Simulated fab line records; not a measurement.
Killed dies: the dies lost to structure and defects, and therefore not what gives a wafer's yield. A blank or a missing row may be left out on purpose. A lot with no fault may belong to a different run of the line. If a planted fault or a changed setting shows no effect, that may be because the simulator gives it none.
Split-lot study    flow n5-finfet    route with 1938 steps; 7 lots, 21 wafers read

SPLIT DETAILS
At N5_BEOL_M4_DEP_57 (deposits SiCN from 3MS/NH3, target thk 8 nm, time 14 s), the setting time-s was moved away from the recipe's 14 s on 7 of the 21 wafers read, by -13.6% to -7.9%. The other wafers ran this setting at the recipe's value.

The reading is taken at the split's own step.

THE READING
SiCN_of_BEOL_M4_DEP_57.thk-nm (the simulator's own value, which no gauge read), in nm, at N5_BEOL_M4_DEP_57 (deposits SiCN from 3MS/NH3, target thk 8 nm, time 14 s). There is no usual value for it anywhere in the file. The 14 wafers here that ran the recipe average 7.9 nm, standard deviation 0.19 nm.

wafer   tool, chamber at the split  time-s as run, s  against the recipe  SiCN_of_BEOL_M4_DEP_57.thk-nm, nm  against lot-mates on the recipe
L078.3  pecvd-04, 1,0               14                recipe              7.8                                -
L078.4  pecvd-04, 1,0               14                recipe              7.8                                -
L078.6  pecvd-04, 0                 12.15             -13.2%              6.8                                -1.0
L080.1  pecvd-01, 1                 12.22             -12.7%              7                                  -1.0
L080.2  pecvd-01, 0                 14                recipe              8                                  -
L080.6  pecvd-01, 2                 12.22             -12.7%              7.2                                -0.8
L082.1  pecvd-01, 1                 14                recipe              7.6                                -
L082.3  pecvd-01, 0,1               14                recipe              7.8                                -
L082.6  pecvd-01, 0,1               14                recipe              7.8                                -
L084.2  pecvd-01, 0                 12.89             -7.9%               7.6                                -0.8
L084.3  pecvd-01, 2                 12.89             -7.9%               7.4                                -1.0
L084.4  pecvd-01, 0                 14                recipe              8.4                                -
L087.2  pecvd-01, 2,0               14                recipe              8                                  -
L087.3  pecvd-01, 2,0               14                recipe              8                                  -
L087.6  pecvd-01, 2                 14                recipe              8.2                                -
L093.1  pecvd-03, 1,0               14                recipe              8                                  -
L093.3  pecvd-03, 1,0               14                recipe              8                                  -
L093.6  pecvd-03, 2                 14                recipe              7.8                                -
L094.2  pecvd-01, 0                 14                recipe              8                                  -
L094.3  pecvd-01, 0                 12.09             -13.6%              6.8                                -1.2
L094.5  pecvd-01, 1                 12.09             -13.6%              7                                  -1.0
If several chambers appear in one row, that row covers several wafers at once and the file leaves open which wafer was in which chamber.

FIT RESULTS
A straight line over all 21 wafers: SiCN_of_BEOL_M4_DEP_57.thk-nm changes by +0.073 nm for each +1% of time-s; r = +0.92; the points scatter about the line by 0.19 nm.
The same after taking each lot's own level away (the mean of its wafers on the recipe; 21 wafers): +0.0796 nm for each +1%; r = +0.97; scatter 0.13 nm.
Per that fit: largest time-s move, reading shift of 1.1 nm.
From 7.73 to 8.40 nm: that is the span of the lots' own levels, equal to 3.5 times the standard deviation above.
So the lot-to-lot level changes the slope little: the two slopes agree.
Check: with one of the wafers moved furthest among these (-13.6%) left out of the fit, the line predicts -1.08 nm for it against its lot-mates. Against them it came out at -1.2 nm.

THE FILE'S OWN FIT
SiCN_of_BEOL_M4_DEP_57.thk-nm changes by +0.08 nm for each +1% of time-s, r = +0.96.
